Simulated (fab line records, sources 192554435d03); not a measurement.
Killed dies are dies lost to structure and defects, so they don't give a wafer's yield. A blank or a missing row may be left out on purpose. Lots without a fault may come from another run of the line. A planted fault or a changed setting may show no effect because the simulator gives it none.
Which tool did it? | flow n5_finfet | 9 lots, 27 wafers sampled, at 5 steps of a route of 1938

WHAT THE GAUGES READ, wafer by wafer
N5_MOL_CONTACT_COAG_CD_MEAS_40: target cd 25.1 nm. Usual: cd_nm 25.08 nm, standard deviation 0.24.
lot  | measured     | on        | cd_nm (nm)        | flag
L530 | day 5 09:14  | cd_sem-03 | 25.22 24.89 25.13 |
L531 | day 5 14:26  | cd_sem-03 | 25.26 25.24 25.26 |
L532 | day 5 22:47  | cd_sem-03 | 25.53 24.88 25.09 |
L540 | day 8 02:50  | cd_sem-02 | 25.23 25.14 24.67 |
L542 | day 8 10:07  | cd_sem-02 | 25.18 24.85 25.21 |
L545 | day 9 05:32  | cd_sem-02 | 25.40 25.67 25.06 |
L548 | day 9 22:29  | cd_sem-01 | 25.28 25.03 25.19 |
L549 | day 10 02:23 | cd_sem-01 | 25.06 24.95 25.21 |
L551 | day 10 19:46 | cd_sem-03 | 25.00 24.70 25.33 |

N5_BEOL_M4_RC_MEAS_101. Usual: DIBL_N 36.4 mV/V, standard deviation 1.4; DIBL_P 36.4 mV/V, standard deviation 1.5; IOFF_N 0.156 nA/um, standard deviation 0.022; IOFF_P 0.210 nA/um, standard deviation 0.023; ION_N 675 uA/um, standard deviation 9.1; ION_P 463 uA/um, standard deviation 5.7; SS_N 71.6 mV/dec, standard deviation 0.45; SS_P 73.3 mV/dec, standard deviation 0.56; VT_N 250 mV, standard deviation 3.1; VT_P -250.3 mV, standard deviation 2.3.
lot  | measured     | on        | DIBL_N (mV/V)  | DIBL_P (mV/V)  | IOFF_N (nA/um)    | IOFF_P (nA/um)    | ION_N (uA/um) | ION_P (uA/um) | SS_N (mV/dec)  | SS_P (mV/dec)  | VT_N (mV)   | VT_P (mV)            | flag
L530 | day 9 10:19  | prober-01 | 36.4 34.4 35.7 | 38.4 36.0 37.3 | 0.172 0.147 0.159 | 0.220 0.183 0.201 | 680 676 680   | 464 466 463   | 71.4 71.8 71.4 | 73.1 73.3 73.2 | 248 251 252 | -247.6 -254.1 -251.3 |
L531 | day 10 06:00 | prober-02 | 34.5 35.7 35.5 | 34.8 36.9 37.1 | 0.139 0.163 0.166 | 0.180 0.217 0.213 | 663 672 678   | 453 459 462   | 71.0 71.0 71.6 | 72.3 73.5 73.3 | 252 248 248 | -248.9 -248.0 -248.4 |
L532 | day 9 12:20  | prober-01 | 36.2 36.3 35.1 | 35.6 34.6 34.0 | 0.170 0.162 0.144 | 0.205 0.180 0.169 | 681 673 677   | 461 455 454   | 72.0 71.7 71.5 | 73.3 73.7 73.6 | 244 249 250 | -249.8 -252.2 -253.3 |
L540 | day 12 00:41 | prober-02 | 34.5 36.2 36.8 | 34.7 36.8 37.5 | 0.114 0.140 0.153 | 0.184 0.209 0.223 | 654 658 669   | 456 456 466   | 71.6 72.5 72.0 | 72.0 73.3 72.7 | 259 254 254 | -250.2 -248.9 -249.1 |
L542 | day 12 11:01 | prober-01 | 39.9 36.8 38.7 | 36.8 32.7 35.2 | 0.185 0.114 0.155 | 0.245 0.179 0.214 | 683 657 676   | 464 461 465   | 70.8 70.9 71.2 | 73.8 72.2 73.6 | 248 254 250 | -249.2 -251.9 -249.4 |
L545 | day 13 01:37 | prober-01 | 37.7 37.9 38.8 | 38.4 38.2 40.0 | 0.171 0.176 0.190 | 0.213 0.225 0.240 | 681 681 691   | 467 465 463   | 71.7 72.3 71.6 | 73.4 73.7 73.7 | 250 249 249 | -251.3 -249.6 -248.2 |
L548 | day 13 23:07 | prober-02 | 34.7 34.6 33.9 | 36.0 35.4 34.7 | 0.134 0.130 0.116 | 0.192 0.187 0.168 | 678 661 665   | 465 459 456   | 71.1 71.7 71.0 | 72.3 72.1 72.4 | 252 251 254 | -251.0 -251.1 -252.2 |
L549 | day 14 03:29 | prober-02 | 35.8 34.8 35.5 | 35.7 34.3 35.9 | 0.152 0.131 0.142 | 0.211 0.188 0.224 | 673 672 673   | 468 465 467   | 71.3 71.2 71.6 | 73.6 73.3 73.2 | 252 251 252 | -248.7 -250.2 -248.7 |
L551 | day 14 15:42 | prober-02 | 37.2 36.8 35.9 | 38.6 37.0 35.9 | 0.187 0.166 0.152 | 0.259 0.228 0.212 | 685 671 675   | 477 465 467   | 72.3 72.1 71.6 | 73.5 74.1 73.8 | 246 248 249 | -249.3 -249.0 -250.1 |

WHICH TOOL RAN EACH LOT (tool, then ch and the chambers of the sampled wafers, then the start)
lot  | N5_MOL_CONTACT_COAG_STRIP_119        | N5_MOL_CONTACT_COAG_ETCHBACK_136   | N5_MOL_CONTACT_COAG_ETCH_124
L530 | plasma_asher-01 ch 0,1, day 5 08:38  | rie_diel-03 ch 0,1,3, day 5 09:49  | rie_diel-03 ch 0,1,3, day 5 09:53
L531 | plasma_asher-01 ch 0,1, day 5 13:51  | rie_diel-02 ch 0,2,3, day 5 15:00  | rie_diel-02 ch 2,3, day 5 15:04
L532 | plasma_asher-02 ch 0,1, day 5 22:09  | rie_diel-03 ch 0,3, day 5 23:36    | rie_diel-03 ch 0,3, day 5 23:40
L540 | plasma_asher-01 ch 0, day 8 02:19    | rie_diel-03 ch 1,3, day 8 03:29    | rie_diel-03 ch 1,3, day 8 03:33
L542 | plasma_asher-02 ch 0,1, day 8 09:38  | rie_diel-05 ch 0,1, day 8 11:37    | rie_diel-05 ch 0,1, day 8 11:41
L545 | plasma_asher-01 ch 0,1, day 9 04:56  | rie_diel-05 ch 0,3, day 9 06:05    | rie_diel-05 ch 0,3, day 9 06:10
L548 | plasma_asher-01 ch 0, day 9 22:01    | rie_diel-02 ch 0,2, day 9 23:42    | rie_diel-02 ch 0,2, day 9 23:46
L549 | plasma_asher-02 ch 0,1, day 10 01:48 | rie_diel-05 ch 1,2,3, day 10 03:04 | rie_diel-05 ch 1,2,3, day 10 03:07
L551 | plasma_asher-01 ch 0,1, day 10 19:11 | rie_diel-05 ch 0,2,3, day 10 20:25 | rie_diel-05 ch 0,2,3, day 10 20:29
- N5_MOL_CONTACT_COAG_STRIP_119: strips in N2/H2, time 30 s.
- N5_MOL_CONTACT_COAG_ETCHBACK_136: etches SiO2 in CHF3, target depth 25 nm, time 16.7 s.
- N5_MOL_CONTACT_COAG_ETCH_124: etches SiNx in CH3F/O2, stops on SiOC, target depth 6.5 nm.

WHAT THE TOOLS THEMSELVES READ (means of the sampled wafers that have a number; where no wafer has one, the mark that the record gives instead)
N5_MOL_CONTACT_COAG_STRIP_119. Usual: drypump_motor_current_A 5.6 A, standard deviation 0.53; h2_flow_sccm 3248 sccm, standard deviation 10; heater_power_w 333 W, standard deviation 28.
lot  | tool            | drypump_motor_current_A (A) | h2_flow_sccm (sccm) | heater_power_w (W) | flag
L530 | plasma_asher-01 | 5.1                         | 3245                | 311                |
L531 | plasma_asher-01 | 5.1                         | 3244                | 314                |
L532 | plasma_asher-02 | 6.0                         | 3249                | 341                |
L540 | plasma_asher-01 | 5.6                         | 3246                | 362                |
L542 | plasma_asher-02 | 6.0                         | 3252                | 340                |
L545 | plasma_asher-01 | 5.0                         | 3246                | 316                |
L548 | plasma_asher-01 | 5.6                         | 3248                | 366                |
L549 | plasma_asher-02 | 6.0                         | 3249                | 341                |
L551 | plasma_asher-01 | 5.3                         | 3238                | 337                |

N5_MOL_CONTACT_COAG_ETCHBACK_136. Usual: drypump_motor_current_A 6.0 A, standard deviation 0.54; oes_f_703_au 0.80 a.u., standard deviation 0.08; oes_product_au 0.79 a.u., standard deviation 0.085; rf_vpp_V 526 V, standard deviation 5.4; showerhead_plenum_p_Torr 2.43 Torr, standard deviation 0.07; throttle_valve_pct 18.67 %, standard deviation 0.2.
lot  | tool        | drypump_motor_current_A (A) | oes_f_703_au (a.u.) | oes_product_au (a.u.) | rf_vpp_V (V) | showerhead_plenum_p_Torr (Torr) | throttle_valve_pct (%) | flag
L530 | rie_diel-03 | 6.4                         | 0.76                | 0.74                  | 525          | 2.44                            | 18.62                  |
L531 | rie_diel-02 | 6.0                         | 0.76                | 0.77                  | 531          | 2.42                            | 18.89                  |
L532 | rie_diel-03 | 6.2                         | 0.77                | 0.75                  | 522          | 2.40                            | 18.74                  |
L540 | rie_diel-03 | 6.5                         | 0.76                | 0.74                  | 524          | 2.43                            | 18.53                  |
L542 | rie_diel-05 | 5.4                         | 0.80                | 0.79                  | 526          | 2.43                            | 18.74                  |
L545 | rie_diel-05 | 6.1                         | 0.73                | 0.73                  | 529          | 2.47                            | 18.91                  |
L548 | rie_diel-02 | 6.1                         | 0.78                | 0.80                  | 535          | 2.49                            | 18.76                  |
L549 | rie_diel-05 | 5.8                         | 0.75                | 0.75                  | 525          | 2.41                            | 18.68                  |
L551 | rie_diel-05 | 6.0                         | 0.72                | 0.70                  | 528          | 2.46                            | 18.80                  |

N5_MOL_CONTACT_COAG_ETCH_124. Usual: drypump_motor_current_A 6.0 A, standard deviation 0.54; oes_f_703_au 0.80 a.u., standard deviation 0.079; oes_product_au 0.68 a.u., standard deviation 0.071; rf_fwd_power_W 390.0 W, standard deviation 1.8; rf_vpp_V 298.8 V, standard deviation 3; showerhead_plenum_p_Torr 2.05 Torr, standard deviation 0.06; throttle_valve_pct 16.27 %, standard deviation 0.19.
lot  | tool        | drypump_motor_current_A (A) | oes_f_703_au (a.u.) | oes_product_au (a.u.) | rf_fwd_power_W (W) | rf_vpp_V (V) | showerhead_plenum_p_Torr (Torr) | throttle_valve_pct (%) | flag
L530 | rie_diel-03 | 6.4                         | 0.76                | 0.64                  | 390.6              | 298.9        | 2.05                            | 16.23                  |
L531 | rie_diel-02 | 5.9                         | 0.74                | 0.65                  | 387.2              | 298.2        | 1.97                            | 16.58                  |
L532 | rie_diel-03 | 6.3                         | 0.76                | 0.65                  | 391.1              | 296.4        | 2.02                            | 16.35                  |
L540 | rie_diel-03 | 6.5                         | 0.92                | 0.64                  | 455.6              | 279.0        | 2.05                            | 16.16                  | OFF
L542 | rie_diel-05 | 5.4                         | 0.79                | 0.68                  | 391.3              | 298.2        | 2.05                            | 16.33                  |
L545 | rie_diel-05 | 6.2                         | 0.74                | 0.62                  | 391.5              | 298.8        | 2.08                            | 16.50                  |
L548 | rie_diel-02 | 6.1                         | 0.78                | 0.68                  | 389.3              | 303.2        | 2.10                            | 16.35                  |
L549 | rie_diel-05 | 5.7                         | 0.75                | 0.64                  | 390.1              | 297.3        | 2.02                            | 16.30                  |
L551 | rie_diel-05 | 6.0                         | 0.72                | 0.60                  | 391.7              | 300.5        | 2.07                            | 16.42                  |

THE ANSWER, worked out from the rows above alone
Rule: a lot is off if the mean of its wafers that have a number lies more than 3 standard deviations from the usual mean. A lot without any number at a reading at which 4 lots or more have one is off too. The other lots that the step has rows for count as sound. The gauges are gone through in route order, then the tools' own readings, and for those a lot's mean is taken as printed above. The first step at which some lot is off is used, and at that step the reading that is off furthest; a lot without a number counts as furthest.
Off: L540, at N5_MOL_CONTACT_COAG_ETCH_124 (rf_fwd_power_W).
A tool fits if, at that step or a process step before it, it ran every lot that is off, and no sound lot after the first of them. One fits: rie_diel-03 at N5_MOL_CONTACT_COAG_ETCHBACK_136 and N5_MOL_CONTACT_COAG_ETCH_124. At N5_MOL_CONTACT_COAG_ETCHBACK_136 its last sound lot is L532 (day 5 23:36), its first lot that is off L540 (day 8 03:29): a fault that began between those two fits.

WHAT THE SIMULATOR HAD PUT IN
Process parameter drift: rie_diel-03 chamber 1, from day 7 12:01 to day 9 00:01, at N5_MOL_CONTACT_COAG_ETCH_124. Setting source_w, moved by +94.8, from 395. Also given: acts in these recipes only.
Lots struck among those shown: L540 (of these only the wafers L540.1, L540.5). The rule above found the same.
